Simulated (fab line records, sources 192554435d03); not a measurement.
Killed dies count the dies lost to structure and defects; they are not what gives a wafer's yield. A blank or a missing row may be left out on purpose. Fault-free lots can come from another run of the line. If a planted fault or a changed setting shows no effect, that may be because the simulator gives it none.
Chamber matching || flow n5 finfet || N5_BEOL_M6_DESCUM_16 on rie diel-02 has 4 sister chambers
The step chemistry O2, time 7.9 s. 14 wafers are shown with their chamber, then 7 later ones without.

WAFERS, EACH WITH ITS CHAMBER
{"wafer": "L077.1", "chamber": 3, "throttle valve pct (%)": 21.00, "showerhead plenum p Torr (Torr)": 2.18, "drypump motor current A (A)": 5.1}
{"wafer": "L077.4", "chamber": 1, "throttle valve pct (%)": 20.55, "showerhead plenum p Torr (Torr)": 2.11, "drypump motor current A (A)": 5.3}
{"wafer": "L077.6", "chamber": 0, "throttle valve pct (%)": 20.29, "showerhead plenum p Torr (Torr)": 2.00, "drypump motor current A (A)": 6.1}
{"wafer": "L076.1", "chamber": 3, "throttle valve pct (%)": 20.99, "showerhead plenum p Torr (Torr)": 2.18, "drypump motor current A (A)": 5.1}
{"wafer": "L076.4", "chamber": 0, "throttle valve pct (%)": 20.29, "showerhead plenum p Torr (Torr)": 2.00, "drypump motor current A (A)": 6.2}
{"wafer": "L076.6", "chamber": 2, "throttle valve pct (%)": 20.93, "showerhead plenum p Torr (Torr)": 1.99, "drypump motor current A (A)": 5.3}
{"wafer": "L075.2", "chamber": 1, "throttle valve pct (%)": 20.55, "showerhead plenum p Torr (Torr)": 2.10, "drypump motor current A (A)": 5.2}
{"wafer": "L075.4", "chamber": 2, "throttle valve pct (%)": 20.93, "showerhead plenum p Torr (Torr)": 1.99, "drypump motor current A (A)": 5.3}
{"wafer": "L075.6", "chamber": 3, "throttle valve pct (%)": 20.98, "showerhead plenum p Torr (Torr)": 2.18, "drypump motor current A (A)": 5.1}
{"wafer": "L078.2", "chamber": 3, "throttle valve pct (%)": 20.99, "showerhead plenum p Torr (Torr)": 2.18, "drypump motor current A (A)": 5.1}
{"wafer": "L078.4", "chamber": 0, "throttle valve pct (%)": 20.29, "showerhead plenum p Torr (Torr)": 2.00, "drypump motor current A (A)": 6.1}
{"wafer": "L078.6", "chamber": 2, "throttle valve pct (%)": 20.93, "showerhead plenum p Torr (Torr)": 1.99, "drypump motor current A (A)": 5.3}
{"wafer": "L085.2", "chamber": 0, "throttle valve pct (%)": 20.32, "showerhead plenum p Torr (Torr)": 1.99, "drypump motor current A (A)": 6.1}
{"wafer": "L085.5", "chamber": 0, "throttle valve pct (%)": 20.33, "showerhead plenum p Torr (Torr)": 1.99, "drypump motor current A (A)": 6.2}

SIGNATURES (means of the wafers above)
{"reading": "throttle valve pct", "chamber 0": 20.3040, "chamber 1": 20.5500, "chamber 2": 20.9300, "chamber 3": 20.9900, "scatter within a chamber": 0.0131}
{"reading": "showerhead plenum p Torr", "chamber 0": 1.9960, "chamber 1": 2.1050, "chamber 2": 1.9900, "chamber 3": 2.1800, "scatter within a chamber": 0.00412}
{"reading": "drypump motor current A", "chamber 0": 6.140, "chamber 1": 5.250, "chamber 2": 5.300, "chamber 3": 5.100, "scatter within a chamber": 0.0412}
Rule: distance of a wafer from a chamber = root of the sum over the readings of ((wafer's reading minus chamber's mean) / reading's scatter) squared. The wafer belongs to the nearest chamber; if the next one is less than 2 further off, it can't be placed. The scatter is the square root of a quotient: the sum, over the shown wafers, of each reading's squared deviation from its chamber's mean, divided by wafers minus chambers.

WAFERS WHOSE CHAMBER IS MISSING
{"wafer": "L085.6", "throttle valve pct (%)": 21.03, "showerhead plenum p Torr (Torr)": 2.17, "drypump motor current A (A)": 5.1}
{"wafer": "L095.2", "throttle valve pct (%)": 20.61, "showerhead plenum p Torr (Torr)": 2.09, "drypump motor current A (A)": 5.2}
{"wafer": "L095.5", "throttle valve pct (%)": 20.36, "showerhead plenum p Torr (Torr)": 1.99, "drypump motor current A (A)": 6.2}
{"wafer": "L095.6", "throttle valve pct (%)": 21.07, "showerhead plenum p Torr (Torr)": 2.17, "drypump motor current A (A)": 5.1}
{"wafer": "L096.1", "throttle valve pct (%)": 20.62, "showerhead plenum p Torr (Torr)": 2.09, "drypump motor current A (A)": 5.2}
{"wafer": "L096.2", "throttle valve pct (%)": 20.36, "showerhead plenum p Torr (Torr)": 1.98, "drypump motor current A (A)": 6.1}
{"wafer": "L096.5", "throttle valve pct (%)": 20.60, "showerhead plenum p Torr (Torr)": 2.09, "drypump motor current A (A)": 5.2}

EACH ONE'S CHAMBER
{"wafer": "L085.6", "from the rows above": 3, "in truth": 3}
{"wafer": "L095.2", "from the rows above": 1, "in truth": 1}
{"wafer": "L095.5", "from the rows above": 0, "in truth": 0}
{"wafer": "L095.6", "from the rows above": 3, "in truth": 3}
{"wafer": "L096.1", "from the rows above": 1, "in truth": 1}
{"wafer": "L096.2", "from the rows above": 0, "in truth": 0}
{"wafer": "L096.5", "from the rows above": 1, "in truth": 1}
Correctly placed: 7 of 7. Number that these rows cannot place: 0. 0 placed wrongly.
